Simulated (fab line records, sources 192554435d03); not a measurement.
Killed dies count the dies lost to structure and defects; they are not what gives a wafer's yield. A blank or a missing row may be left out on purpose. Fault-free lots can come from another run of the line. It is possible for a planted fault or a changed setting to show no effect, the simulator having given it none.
fab line records	flow n5_finfet
record: lots: 6	wafers: 18	last_day: 19
route steps=1938 shown PMOS_HMC_CHANNEL_EPI@61 BEOL_M4@1111 PASSIVATION@1936
lots that met no fault: taken from a fault-free run of the same line
start_h: start of the lot's first displayed wafer, in hours after the record's first day	wait_h: hours from the lot's prior step to this one	" as in the row above	L1.1+2: a single row standing in for several wafers	- no value present, or no start provided	* or withheld: withheld	< > ~ a bound
route shown NAME@n: a module of which the file shows steps, and the number in the route of the first	usual: average and standard deviation across the fault-free wafers	same: alike in all rows	chamber/n: place in a boat	sites: each site's reading	_std_site: standard deviation across them	_edge_site: inner sites' mean taken away from outer sites' mean	radius_mm: for every site, how far away it sits from the centre of the wafer	mask NAME#n: copy n	behind: the last tool/chamber to shape the wafer	hold: cause of the lot's hold/its duration in hours/its outcome	device: whichever transistor did not switch (one of n, p or np)	end of line: tests run on the same wafers once the route is complete	where a step has no rows: the recipe by itself	killed: dies that structure and defects cost at the first sort, which is not the same as the wafer's yield	map: the dies of a wafer, with x for killed, . for not killed, _ for no die there
set.NAME: the run value of the setting; set.NAME@STEP: its run value at that earlier step	model.NAME: the simulator's own value behind a step, which no gauge read
lots seen at some steps along the route; tables by step, rows by wafer
services: the hour from which a tool's chamber was out of use, counted from the record's first day as start_h (under 0 if before that day), plus the number of hours and why
== steps ==
step: N5_PMOS_HMC_CHANNEL_EPI_SOFTBAKE_04
recipe: temp_c: 110	time_s: 60	resist: CAR-ArF-block
step: N5_PMOS_HMC_CHANNEL_EPI_EXPOSE_06
recipe: mask_id: PMOS_HMC_BLK	na: 1.35	source_shape: conventional	sigma_outer: 0.8	polarization: unpolarized	target_cd_nm: 240	dose_mj: 41
step: N5_PMOS_HMC_CHANNEL_EPI_PEB_07
recipe: peb_temp_c: 110	peb_time_s: 60	resist: CAR-ArF-block
step: N5_PMOS_HMC_CHANNEL_EPI_DEVELOP_08
recipe: develop_time_s: 30	developer: TMAH	resist: CAR-ArF-block	dev_temp_c: 23	rinse_liquid: diw	dry: air_spin
step: N5_PMOS_HMC_CHANNEL_EPI_CD_MEAS_09
recipe: target_cd_nm: 237.4	landing_energy_ev: 500	detector: se_inlens
usual: cd_nm: 237.8/0.94
same: landing_energy_ev: 500
lot.wafer	tool	chamber	start_h	wait_h	cd_nm
L831.2	cd_sem-03	0	17.13	-	237.7
L831.3	"	0	"	"	236.9
L831.5	"	0	"	"	237.5
L834.1	cd_sem-02	0	35.79	-	237.2
L834.2	"	0	"	"	236.7
L834.3	"	0	"	"	237.7
L835.1	cd_sem-03	0	41.42	-	237.5
L835.4	"	0	"	"	237.4
L835.5	"	0	"	"	237.6
L836.2	cd_sem-02	0	47.64	-	237.6
L836.3	"	0	"	"	237.2
L836.5	"	0	"	"	238.0
L838.3	cd_sem-02	0	59.01	-	238.5
L838.4	"	0	"	"	237.6
L838.5	"	0	"	"	237.2
L851.2	cd_sem-01	0	138.18	-	237.5
L851.5	"	0	"	"	237.9
L851.6	"	0	"	"	239.1
step: N5_PMOS_HMC_CHANNEL_EPI_OVL_MEAS_10
recipe: points_per_wafer: 44
usual: PMOS_HMC_BLK_OVL: 0.2/0.65
same: points_per_wafer: 44
lot.wafer	tool	chamber	start_h	wait_h	PMOS_HMC_BLK_OVL[nm]
L831.2	overlay-01	0	17.16	0.0	0.3
L831.3	"	0	"	"	0.7
L831.5	"	0	"	"	1.0
L834.1	overlay-02	0	35.82	0.0	-1.0
L834.2	"	0	"	"	0.0
L834.3	"	0	"	"	-0.4
L835.1	overlay-01	0	41.45	0.0	0.6
L835.4	"	0	"	"	-0.4
L835.5	"	0	"	"	0.1
L836.2	overlay-02	0	47.67	0.0	-0.2
L836.3	"	0	"	"	-0.9
L836.5	"	0	"	"	-0.5
L838.3	overlay-01	0	59.04	0.0	0.3
L838.4	"	0	"	"	-0.3
L838.5	"	0	"	"	0.4
L851.2	overlay-01	0	138.21	0.0	-0.1
L851.5	"	0	"	"	-0.7
L851.6	"	0	"	"	0.1
step: N5_PMOS_HMC_CHANNEL_EPI_INSPECT_11
recipe: mode: adi	inspect_instrument: macro
usual: raw_defect_count: 2.1/1.4
lot.wafer	tool	chamber	start_h	wait_h	raw_defect_count
L831.2	defect_inspect-01	-	17.18	0.0	4
L831.3	"	-	"	"	4
L831.5	"	-	"	"	3
L834.1	defect_inspect-02	-	35.85	0.0	2
L834.2	"	-	"	"	5
L834.3	"	-	"	"	1
L835.1	defect_inspect-02	-	41.47	0.0	5
L835.4	"	-	"	"	2
L835.5	"	-	"	"	1
L836.2	defect_inspect-01	-	47.69	0.0	3
L836.3	"	-	"	"	3
L836.5	"	-	"	"	1
L838.3	defect_inspect-02	-	59.07	0.0	1
L838.4	"	-	"	"	1
L838.5	"	-	"	"	1
L851.2	defect_inspect-02	-	138.24	0.0	0
L851.5	"	-	"	"	0
L851.6	"	-	"	"	2
step: N5_PMOS_HMC_CHANNEL_EPI_DESCUM_14
recipe: chemistry: O2	time_s: 7.9	source_power_w: 50	bias_power_w: 20	pressure_mtorr: 20	rf_frequency_hz: 2.712e+07	temp_c: 40	resist: CAR-ArF-block	o2_flow_sccm: 225
usual: drypump_motor_current_A: 5.6/0.34	oes_product_au: 0.74/0.056	rf_vpp_V: 242.8/1.2	showerhead_plenum_p_Torr: 2.07/0.067	temp_c: 39.99/0.1	throttle_valve_pct: 20.43/0.22
lot.wafer	tool	chamber	start_h	wait_h	drypump_motor_current_A	oes_product_au	rf_hours_counter_h	rf_vpp_V	showerhead_plenum_p_Torr	temp_c	throttle_valve_pct
L831.2	rie_diel-02	2	17.22	0.0	5.5	0.74	177	243.2	2.08	39.90	20.22
L831.3	"	0	"	"	5.4	0.74	198	245.3	2.15	40.04	20.48
L831.5	"	2	"	"	5.5	0.74	-	243.1	2.08	40.01	20.20
L834.1	rie_diel-04	1	35.88	0.0	6.3	0.73	189	240.8	1.99	40.15	20.52
L834.2	"	0	"	"	5.8	0.67	235	242.4	2.08	39.98	20.59
L834.3	"	2	"	"	5.3	0.77	123	243.4	2.20	39.83	20.50
L835.1	rie_diel-04	0	41.51	0.0	5.8	0.67	236	243.5	2.08	40.07	20.59
L835.4	"	1	"	"	6.2	0.72	190	240.5	1.99	40.05	20.52
L835.5	"	2	"	"	5.2	0.77	-	243.8	2.20	39.97	20.47
L836.2	rie_diel-06	3	47.73	0.0	5.3	0.77	124	241.5	2.04	39.95	20.87
L836.3	"	1	"	"	5.7	0.77	156	243.2	2.00	40.12	20.27
L836.5	"	1	"	"	5.7	0.77	-	242.0	2.00	40.07	20.27
L838.3	rie_diel-02	3	59.10	0.0	5.7	0.75	176	242.8	2.08	39.85	20.65
L838.4	"	0	"	"	5.4	0.72	210	244.8	2.15	39.99	20.50
L838.5	"	3	"	"	5.7	0.75	-	243.6	2.08	39.86	20.63
L851.2	rie_diel-02	0	140.04	1.8	5.4	0.70	240	245.4	2.14	40.01	20.54
L851.5	"	3	"	"	5.7	0.72	-	243.1	2.07	39.99	20.69
L851.6	"	2	"	"	5.5	0.71	-	243.9	2.06	39.91	20.29
step: N5_PMOS_HMC_CHANNEL_EPI_ETCH_32
recipe: chemistry: N2/H2	target: BARC	stop_on: SiO2	target_depth_a: 858	over_etch_frac: 0.3	time_s: 50.3	ion_energy_ev: 200	mask_material: CAR-ArF-block	pressure_mtorr: 30	source_w: 840	bias_w: 150	n2_flow_sccm: 200	h2_flow_sccm: 200
usual: bias_w: 149.9/0.42	drypump_motor_current_A: 5.6/0.35	oes_product_au: 0.64/0.045	rf_vpp_V: 523.2/2.3	showerhead_plenum_p_Torr: 2.52/0.08	throttle_valve_pct: 17.93/0.2
lot.wafer	tool	chamber	start_h	wait_h	bias_w	drypump_motor_current_A	oes_product_au	rf_hours_counter_h	rf_vpp_V	showerhead_plenum_p_Torr	throttle_valve_pct
L831.2	rie_diel-02	2	17.25	0.0	149.8	5.5	0.65	177	523.4	2.53	17.72
L831.3	"	0	"	"	149.7	5.4	0.63	198	526.2	2.62	17.99
L831.5	"	2	"	"	149.1	5.5	0.65	-	523.0	2.54	17.74
L834.1	rie_diel-04	1	35.92	0.0	150.0	6.3	0.61	189	520.1	2.43	18.12
L834.2	"	0	"	"	150.7	5.8	0.59	235	520.9	2.52	17.96
L834.3	"	2	"	"	150.0	5.2	0.68	123	527.8	2.68	18.06
L835.1	rie_diel-04	0	41.54	0.0	150.1	5.8	0.58	236	522.9	2.52	17.95
L835.4	"	1	"	"	150.6	6.3	0.61	190	521.4	2.43	18.11
L835.5	"	2	"	"	149.8	5.2	0.66	-	527.6	2.68	18.04
L836.2	rie_diel-06	3	47.76	0.0	149.6	5.3	0.67	124	520.8	2.45	18.06
L836.3	"	1	"	"	149.2	5.7	0.65	156	519.2	2.42	17.62
L836.5	"	1	"	"	150.2	5.7	0.65	-	521.8	2.42	17.60
L838.3	rie_diel-02	3	59.13	0.0	149.7	5.7	0.64	176	522.7	2.53	18.13
L838.4	"	0	"	"	149.7	5.4	0.63	210	527.1	2.61	18.00
L838.5	"	3	"	"	150.0	5.7	0.63	-	524.0	2.53	18.14
L851.2	rie_diel-02	0	140.08	0.0	149.0	5.5	0.61	240	526.3	2.60	18.06
L851.5	"	3	"	"	150.9	5.7	0.62	-	523.5	2.51	18.19
L851.6	"	2	"	"	149.9	5.5	0.62	-	522.7	2.52	17.80
step: N5_PMOS_HMC_CHANNEL_EPI_HM_OPEN_15
recipe: chemistry: CHF3/O2	target: SiO2	mask_material: CAR-ArF-block	target_depth_a: 406	CHF3_flow_sccm: 50	O2_flow_sccm: 5	Ar_flow_sccm: 200	time_s: 20.3	pressure_mtorr: 30	source_w: 650	bias_w: 170	ion_energy_ev: 200
usual: CHF3_flow_sccm: 50.00/0.15	drypump_motor_current_A: 5.6/0.35	oes_product_au: 0.74/0.056	rf_vpp_V: 525/13	showerhead_plenum_p_Torr: 2.39/0.07	throttle_valve_pct: 18.91/0.18
lot.wafer	tool	chamber	start_h	wait_h	CHF3_flow_sccm	drypump_motor_current_A	oes_product_au	rf_hours_counter_h	rf_vpp_V	showerhead_plenum_p_Torr	throttle_valve_pct
L831.2	rie_diel-02	2	17.29	0.0	50.06	5.5	0.75	177	545	2.40	18.78
L831.3	"	0	"	"	49.83	5.4	0.73	198	531	2.48	19.02
L831.5	"	2	"	"	49.84	5.5	0.75	-	544	2.40	18.75
L834.1	rie_diel-04	1	35.96	0.0	50.04	6.3	0.72	189	512	2.31	19.07
L834.2	"	0	"	"	49.99	5.8	0.68	235	508	2.38	18.95
L834.3	"	2	"	"	49.94	5.2	0.77	123	536	2.53	18.93
L835.1	rie_diel-04	0	41.59	0.0	50.08	5.8	0.67	236	509	2.38	18.97
L835.4	"	1	"	"	49.73	6.3	0.72	190	511	2.31	19.08
L835.5	"	2	"	"	50.05	5.3	0.77	-	534	2.53	18.94
L836.2	rie_diel-06	3	47.80	0.0	50.03	5.4	0.78	124	528	2.33	19.16
L836.3	"	1	"	"	49.95	5.7	0.77	156	527	2.33	18.83
L836.5	"	1	"	"	49.92	5.7	0.78	-	525	2.33	18.85
L838.3	rie_diel-02	3	59.18	0.0	49.84	5.7	0.75	176	507	2.38	19.03
L838.4	"	0	"	"	50.14	5.4	0.72	210	530	2.48	19.05
L838.5	"	3	"	"	49.89	5.7	0.75	-	507	2.38	19.04
L851.2	rie_diel-02	0	140.12	0.0	49.90	5.5	0.69	240	533	2.47	19.08
L851.5	"	3	"	"	49.95	5.7	0.73	-	507	2.37	19.08
L851.6	"	2	"	"	49.85	5.5	0.72	-	545	2.39	18.85
step: N5_PMOS_HMC_CHANNEL_EPI_STRIP_33
recipe: chemistry: N2/H2	power_w: 500	temp_c: 40	pressure_mtorr: 50	rf_frequency_hz: 6e+07	overash_fraction: 0.3	bias_power_w: 8	h2_frac: 0.5	n2_flow_sccm: 300	h2_flow_sccm: 300
usual: drypump_motor_current_A: 5.6/0.35	oes_product_au: 0.74/0.056	rf_vpp_V: 54.2/1.6	showerhead_plenum_p_Torr: 3.33/0.1	temp_c: 40.01/0.11	throttle_valve_pct: 19.0/0.34
lot.wafer	tool	chamber	start_h	wait_h	drypump_motor_current_A	oes_product_au	rf_hours_counter_h	rf_vpp_V	showerhead_plenum_p_Torr	temp_c	throttle_valve_pct
L831.2	rie_diel-02	2	17.35	0.0	5.5	0.75	177	56.6	3.35	40.02	18.6
L831.3	"	0	"	"	5.4	0.74	198	56.8	3.45	40.09	19.1
L831.5	"	2	"	"	5.5	0.74	-	54.7	3.35	40.17	18.7
L834.1	rie_diel-04	1	36.01	0.0	6.2	0.71	189	56.6	3.21	40.01	19.5
L834.2	"	0	"	"	5.8	0.68	235	51.3	3.33	40.08	19.0
L834.3	"	2	"	"	5.2	0.76	123	52.6	3.53	40.03	19.4
L835.1	rie_diel-04	0	41.64	0.0	5.8	0.68	236	53.5	3.33	40.03	19.0
L835.4	"	1	"	"	6.3	0.72	190	51.3	3.21	39.84	19.5
L835.5	"	2	"	"	5.3	0.77	-	51.3	3.53	39.95	19.4
L836.2	rie_diel-06	3	47.86	0.0	5.4	0.78	124	53.2	3.24	40.02	18.9
L836.3	"	1	"	"	5.7	0.78	156	53.3	3.21	39.95	18.4
L836.5	"	1	"	"	5.6	0.76	-	54.7	3.21	40.06	18.4
L838.3	rie_diel-02	3	59.23	0.0	5.7	0.76	176	54.0	3.34	40.02	19.4
L838.4	"	0	"	"	5.4	0.74	210	53.6	3.45	39.92	19.1
L838.5	"	3	"	"	5.7	0.75	-	58.6	3.34	40.07	19.4
L851.2	rie_diel-02	0	140.18	0.0	5.4	0.70	240	53.2	3.43	40.01	19.2
L851.5	"	3	"	"	5.7	0.72	-	55.6	3.32	40.15	19.4
L851.6	"	2	"	"	5.5	0.72	-	57.3	3.33	40.19	18.7
step: N5_PMOS_HMC_CHANNEL_EPI_STRIP_17
recipe: chemistry: SPM	time_s: 750	temp_c: 130	h2so4_h2o2_vol_ratio: 4	dry: ipa_marangoni
step: N5_PMOS_HMC_CHANNEL_EPI_ETCH_38
recipe: chemistry: CF4	target: SiO2	target_depth_a: 15	ion_energy_ev: 350	pressure_mtorr: 10	icp_w: 800	bias_w: 400	cf4_flow_sccm: 80
usual: bias_w: 400.1/1	drypump_motor_current_A: 5.8/0.41	oes_product_au: 1.002/0.024	throttle_valve_pct: 21.73/0.27
lot.wafer	tool	chamber	start_h	wait_h	bias_w	drypump_motor_current_A	oes_product_au	rf_hours_counter_h	throttle_valve_pct
L831.2	rie_si-06	2	17.65	0.0	399.6	5.1	1.022	54	21.87
L831.3	"	0	"	"	400.0	6.0	0.956	47	22.27
L831.5	"	0	"	"	399.4	6.0	0.953	-	22.26
L834.1	rie_si-04	0	36.32	0.0	399.6	5.4	0.992	137	22.01
L834.2	"	1	"	"	401.0	5.6	1.014	145	21.14
L834.3	"	2	"	"	400.8	5.5	1.025	57	21.48
L835.1	rie_si-06	1	41.96	0.0	383.9	5.6	0.981	198	21.91
L835.4	"	3	"	"	399.8	5.6	0.958	14	21.89
L835.5	"	2	"	"	401.0	5.1	1.019	-	21.85
L836.2	rie_si-06	2	48.16	0.0	400.8	5.1	1.013	55	21.86
L836.3	"	1	"	"	382.8	5.6	0.978	198	21.92
L836.5	"	2	"	"	400.6	5.1	1.031	-	21.87
L838.3	rie_si-04	0	59.56	0.0	399.2	5.4	1.007	138	21.98
L838.4	"	2	"	"	399.3	5.5	1.026	58	21.47
L838.5	"	3	"	"	399.6	6.1	0.995	-	21.76
L851.2	rie_si-06	1	140.48	0.0	398.9	5.6	1.009	0	21.76
L851.5	"	1	"	"	400.6	5.6	1.002	-	21.74
L851.6	"	0	"	"	400.4	6.1	0.965	-	22.27
step: N5_PMOS_HMC_CHANNEL_EPI_FIN_RECESS_16
recipe: chemistry: HBr/Cl2	target: Si	mask_material: SiO2	target_depth_a: 540	time_s: 18	pressure_mtorr: 10	icp_w: 800	bias_w: 75	HBr_flow_sccm: 150	Cl2_flow_sccm: 80
usual: drypump_motor_current_A: 5.8/0.41	oes_product_au: 1.003/0.021	throttle_valve_pct: 35.5/0.39
lot.wafer	tool	chamber	start_h	wait_h	drypump_motor_current_A	oes_product_au	rf_hours_counter_h	throttle_valve_pct
L831.2	rie_si-06	2	17.67	0.0	5.1	1.018	54	35.6
L831.3	"	0	"	"	6.0	0.970	47	36.1
L831.5	"	0	"	"	6.0	0.963	-	36.1
L834.1	rie_si-04	0	36.34	0.0	5.4	1.001	137	35.6
L834.2	"	1	"	"	5.6	1.002	145	35.0
L834.3	"	2	"	"	5.5	1.016	57	35.1
L835.1	rie_si-06	1	41.98	0.0	5.6	0.984	198	35.8
L835.4	"	3	"	"	5.7	0.970	14	35.8
L835.5	"	2	"	"	5.1	1.018	-	35.6
L836.2	rie_si-06	2	48.18	0.0	5.1	1.018	55	35.7
L836.3	"	1	"	"	5.6	0.985	198	35.9
L836.5	"	2	"	"	5.1	1.014	-	35.7
L838.3	rie_si-04	0	59.58	0.0	5.4	1.004	138	35.6
L838.4	"	2	"	"	5.5	1.005	58	35.1
L838.5	"	3	"	"	6.1	0.984	-	35.2
L851.2	rie_si-06	1	140.50	0.0	5.6	1.026	0	35.7
L851.5	"	1	"	"	5.6	1.024	-	35.7
L851.6	"	0	"	"	6.1	0.968	-	36.1
step: N5_BEOL_M4_RC_MEAS_101
usual: DIBL_N: 36.0/1.7	DIBL_P: 36.2/1.9	IOFF_N: 0.154/0.028	IOFF_P: 0.21/0.036	ION_N: 675/11	ION_P: 463/8.3	SS_N: 71.4/0.63	SS_P: 73.2/0.55	VT_N: 250.2/3	VT_P: -251/3.7
lot.wafer	tool	chamber	start_h	wait_h	DIBL_N[mV/V]	DIBL_P[mV/V]	IOFF_N[nA/um]	IOFF_P[nA/um]	ION_N[uA/um]	ION_P[uA/um]	SS_N[mV/dec]	SS_P[mV/dec]	VT_N[mV]	VT_P[mV]
L831.2	prober-02	0	192.96	0.2	36.5	36.0	0.173	0.28	703	491	70.8	73.6	246.7	-242
L831.3	"	0	"	"	36.5	35.7	0.157	0.26	687	473	71.4	73.4	249.5	-244
L831.5	"	0	"	"	34.7	33.6	0.138	0.22	690	479	70.2	72.9	249.6	-245
L835.1	prober-02	0	239.53	0.0	34.3	34.7	0.126	0.17	675	459	70.9	72.1	249.3	-251
L835.4	"	0	"	"	35.3	36.5	0.142	0.19	677	465	71.6	72.9	251.4	-249
L835.5	"	0	"	"	37.2	37.9	0.172	0.22	687	475	71.5	73.1	247.1	-249
L834.1	prober-02	0	243.98	0.0	35.0	34.9	0.137	0.19	668	458	70.6	73.7	249.0	-252
L834.2	"	0	"	"	37.1	36.2	0.167	0.22	678	463	71.9	73.6	248.0	-249
L834.3	"	0	"	"	36.0	34.9	0.140	0.19	665	451	70.7	72.7	251.1	-251
L836.2	prober-01	0	262.72	0.2	37.4	38.6	0.169	0.20	681	462	71.7	73.6	249.5	-254
L836.3	"	0	"	"	35.7	37.4	0.144	0.18	686	467	71.2	72.8	250.5	-254
L836.5	"	0	"	"	35.9	36.7	0.131	0.16	654	444	71.7	73.5	252.7	-255
L838.3	prober-01	0	269.66	0.3	36.8	37.1	0.153	0.19	686	458	72.4	73.3	250.4	-256
L838.4	"	0	"	"	35.6	34.6	0.127	0.16	666	453	71.8	72.2	252.1	-255
L838.5	"	0	"	"	35.6	35.9	0.129	0.18	661	455	70.7	73.1	252.2	-252
L851.2	prober-01	0	342.52	0.2	37.5	38.1	0.170	0.21	673	457	71.1	73.2	247.9	-251
L851.5	"	0	"	"	39.3	40.3	0.205	0.25	679	462	72.0	73.2	246.4	-250
L851.6	"	0	"	"	36.6	36.5	0.157	0.19	674	458	70.9	72.8	250.1	-250
step: N5_PASSIVATION_PROBE_49
usual: defect_limited_yield: 90.9/1.4	killed_at_M0_to_M3: 38/11	killed_at_M4_up: 13/5.9	killed_at_contacts: 14/6.4	killed_at_front_end: 38/11	killed_at_other: 3.3/2.5	killed_dies: 107/16	killed_open: 70/12	killed_short: 35/7.7	sort_bin_5_function: 5.3/0.94	sort_bin_6_memory: 3.5/0.7	sort_n_pass: 1073/16	sort_yield_pct: 90.9/1.4
same: gross_dies: 1180	killed_at_back_side: 0	sort_bin_4_leakage[%]: 0	sort_bin_8_speed[%]: 0
lot.wafer	tool	chamber	start_h	wait_h	defect_limited_yield[%]	killed_at_M0_to_M3	killed_at_M4_up	killed_at_contacts	killed_at_front_end	killed_at_other	killed_dies	killed_open	killed_short	sort_bin_5_function[%]	sort_bin_6_memory[%]	sort_n_pass	sort_yield_pct[%]
L835.1	prober-02	-	341.56	0.0	94.6	25	10	11	18	0	64	44	18	3.5	1.7	1116	94.6
L835.4	prober-02	-	341.71	0.2	90.0	27	23	8	57	3	118	72	42	5.3	4.2	1062	90.0
L835.5	prober-02	-	341.76	0.2	93.1	33	17	4	25	2	81	55	25	4.0	2.5	1099	93.1
L834.1	prober-01	-	349.66	0.0	90.6	25	11	16	56	3	111	66	43	5.7	3.3	1069	90.6
L834.2	prober-01	-	349.71	0.1	90.4	24	7	25	53	4	113	75	35	5.7	3.6	1067	90.4
L834.3	prober-01	-	349.76	0.1	90.6	26	9	16	60	0	111	69	41	4.7	4.4	1069	90.6
L836.2	prober-01	-	372.09	0.1	90.3	34	15	15	44	7	115	69	41	6.3	2.7	1065	90.3
L836.3	prober-01	-	372.14	0.1	88.6	31	29	19	53	2	134	86	46	6.0	4.9	1046	88.6
L836.5	prober-01	-	372.24	0.2	91.8	37	7	12	39	2	97	56	39	4.2	3.9	1083	91.8
L838.3	prober-02	-	381.90	0.1	89.4	46	22	11	43	3	125	93	30	6.2	3.8	1055	89.4
L838.4	prober-02	-	381.95	0.2	90.6	34	24	8	41	4	111	72	38	6.0	3.0	1069	90.6
L838.5	prober-02	-	382.00	0.2	93.0	28	17	13	25	0	83	61	21	4.5	2.4	1097	93.0
L851.2	prober-01	-	464.26	0.1	92.4	27	6	15	35	7	90	55	34	5.4	2.1	1090	92.4
L851.5	prober-01	-	464.41	0.2	90.9	31	14	22	38	2	107	77	29	5.0	3.6	1073	90.9
L851.6	prober-01	-	464.46	0.3	91.4	30	5	28	37	2	102	69	32	5.2	3.1	1078	91.4
killed by level:class
L835.1 MOL_CONTACT_COAG:geometric_particle:open=9 BEOL_M0_SAQP:geometric_particle:open=6 BEOL_M1:geometric_particle:open=6 BEOL_M0:geometric_particle:open=4 BEOL_M2:geometric_particle:open=4 STARTING-WAFER:geometric_particle:open=3 STARTING-WAFER:geometric_particle:short=3 DUMMY_GATE:geometric_particle:open=2
L835.4 FIN_SAQP:geometric_particle:short=15 FIN_SAQP:geometric_particle:open=11 BEOL_M2:geometric_particle:open=10 STI_FIN_REVEAL:geometric_particle:open=7 MOL_CONTACT_COAG:geometric_particle:open=6 BEOL_M0_SAQP:geometric_particle:open=6 BEOL_M5:geometric_particle:open=6 BEOL_M0_SAQP:geometric_particle:short=5
L835.5 BEOL_M0_SAQP:geometric_particle:open=8 BEOL_M3:geometric_particle:open=8 FIN_SAQP:geometric_particle:short=6 BEOL_M2:geometric_particle:open=5 BEOL_M4:geometric_particle:open=5 STI_FIN_REVEAL:geometric_particle:open=4 GATE_CUT:geometric_particle:short=4 MOL_CONTACT_COAG:geometric_particle:open=4
L834.1 FIN_SAQP:geometric_particle:open=15 FIN_SAQP:geometric_particle:short=14 MOL_CONTACT_COAG:geometric_particle:open=12 BEOL_M3:geometric_particle:open=7 GATE_CUT:geometric_particle:short=7 BEOL_M4:geometric_particle:open=6 GATE_CUT:geometric_particle:open=6 MOL_CONTACT_COAG:geometric_particle:short=4
L834.2 MOL_CONTACT_COAG:geometric_particle:open=20 FIN_SAQP:geometric_particle:open=17 BEOL_M0_SAQP:geometric_particle:open=10 FIN_SAQP:geometric_particle:short=9 BEOL_M0_SAQP:geometric_particle:short=8 STI_FIN_REVEAL:geometric_particle:open=6 GATE_CUT:geometric_particle:short=5 MOL_CONTACT_COAG:geometric_particle:short=5
L834.3 FIN_SAQP:geometric_particle:short=19 MOL_CONTACT_COAG:geometric_particle:open=13 FIN_SAQP:geometric_particle:open=12 STI_FIN_REVEAL:geometric_particle:open=9 BEOL_M0_SAQP:geometric_particle:short=7 BEOL_M3:geometric_particle:open=7 BEOL_M4:geometric_particle:open=6 DUMMY_GATE:geometric_particle:open=5
L836.2 MOL_CONTACT_COAG:geometric_particle:open=11 BEOL_M0_SAQP:geometric_particle:short=10 FIN_SAQP:geometric_particle:short=8 FIN_SAQP:geometric_particle:open=8 STI_FIN_REVEAL:geometric_particle:open=7 BEOL_M3:geometric_particle:open=7 BEOL_M0_SAQP:geometric_particle:open=6 STARTING-WAFER:geometric_particle:open=6
L836.3 FIN_SAQP:geometric_particle:open=18 MOL_CONTACT_COAG:geometric_particle:open=13 FIN_SAQP:geometric_particle:short=10 BEOL_M0_SAQP:geometric_particle:short=9 BEOL_M4:geometric_particle:open=9 BEOL_M5:geometric_particle:open=8 MOL_CONTACT_COAG:geometric_particle:short=6 BEOL_M0_SAQP:geometric_particle:open=6
L836.5 BEOL_M0_SAQP:geometric_particle:short=12 BEOL_M3:geometric_particle:open=9 MOL_CONTACT_COAG:geometric_particle:open=9 FIN_SAQP:geometric_particle:short=8 BEOL_M0_SAQP:geometric_particle:open=8 FIN_SAQP:geometric_particle:open=7 STI_FIN_REVEAL:geometric_particle:open=5 STARTING-WAFER:geometric_particle:open=4
L838.3 BEOL_M3:geometric_particle:open=16 STI_FIN_REVEAL:geometric_particle:open=14 BEOL_M0_SAQP:geometric_particle:open=13 MOL_CONTACT_COAG:geometric_particle:open=10 BEOL_M4:geometric_particle:open=10 FIN_SAQP:geometric_particle:open=7 BEOL_M0_SAQP:geometric_particle:short=6 BEOL_M4:geometric_particle:short=5
L838.4 BEOL_M0_SAQP:geometric_particle:short=12 BEOL_M4:geometric_particle:open=12 FIN_SAQP:geometric_particle:open=9 FIN_SAQP:geometric_particle:short=8 MOL_CONTACT_COAG:geometric_particle:open=7 BEOL_M0_SAQP:geometric_particle:open=7 BEOL_M5:geometric_particle:open=6 GATE_CUT:geometric_particle:open=5
L838.5 MOL_CONTACT_COAG:geometric_particle:open=11 BEOL_M4:geometric_particle:open=9 BEOL_M0_SAQP:geometric_particle:open=7 FIN_SAQP:geometric_particle:short=6 STI_FIN_REVEAL:geometric_particle:open=6 BEOL_M1:geometric_particle:open=6 BEOL_M0_SAQP:geometric_particle:short=4 BEOL_M3:geometric_particle:open=4
L851.2 STI_FIN_REVEAL:geometric_particle:open=9 BEOL_M0_SAQP:geometric_particle:short=9 FIN_SAQP:geometric_particle:open=8 MOL_CONTACT_COAG:geometric_particle:open=8 MOL_CONTACT_COAG:geometric_particle:short=7 BEOL_M2:geometric_particle:open=7 FIN_SAQP:geometric_particle:short=6 BEOL_M0_SAQP:geometric_particle:open=3
L851.5 MOL_CONTACT_COAG:geometric_particle:open=17 STI_FIN_REVEAL:geometric_particle:open=13 BEOL_M0_SAQP:geometric_particle:open=10 GATE_CUT:geometric_particle:open=9 BEOL_M3:geometric_particle:open=6 MOL_CONTACT_COAG:geometric_particle:short=5 BEOL_M0_SAQP:geometric_particle:short=5 BEOL_M8:geometric_particle:open=4
L851.6 MOL_CONTACT_COAG:geometric_particle:open=24 STI_FIN_REVEAL:geometric_particle:open=11 BEOL_M1:geometric_particle:open=7 FIN_SAQP:geometric_particle:open=6 FIN_SAQP:geometric_particle:short=6 BEOL_M0_SAQP:geometric_particle:short=5 MOL_CONTACT_COAG:geometric_particle:short=4 BEOL_M0_SAQP:geometric_particle:open=4
== services ==
tool	chamber	start_h	hours	kind
rie_si-06	0	7.61	7.4	repair
rie_diel-02	-	11.09	0.5	repair
rie_diel-02	3	35.64	4.0	repair
rie_diel-02	-	70.01	0.2	repair
rie_si-04	-	74.08	0.7	repair
rie_diel-06	0	79.63	-	clean
rie_diel-06	0	79.63	-	consumable_replace:focus_ring
rie_diel-06	0	79.63	16.9	scheduled_down
rie_diel-06	0	79.63	16.9	vent_cycle
rie_diel-04	0	87.25	-	clean
rie_diel-04	0	87.25	-	consumable_replace:focus_ring
rie_diel-04	0	87.25	21.7	scheduled_down
rie_diel-04	0	87.25	21.7	vent_cycle
rie_si-04	2	87.27	5.8	repair
rie_si-04	3	89.37	8.2	repair
rie_si-06	1	97.59	-	clean
rie_si-06	1	97.59	25.1	scheduled_down
rie_si-06	1	97.59	25.1	vent_cycle
rie_si-06	3	98.29	6.3	repair
rie_diel-06	0	104.78	5.5	repair
rie_diel-04	-	116.06	28.1	pm
rie_si-06	-	130.95	0.1	repair
== key ==
first_sign: step: N5_PMOS_HMC_CHANNEL_EPI_ETCH_38	reading: bias_w	direction: down	sigmas: 16	usual: *	struck: *
effect none on later readings
met_at N5_PMOS_HMC_CHANNEL_EPI_ETCH_38
struck_wafers L835.1,L836.3
fault: kind: process_parameter_drift	tool: rie_si-06	chamber: 1	onset_h: 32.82	steps: N5_PMOS_HMC_CHANNEL_EPI_ETCH_38	channel: bias_w	offset: *	shape: step	end_h: 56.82	acts_in: *	stated: *
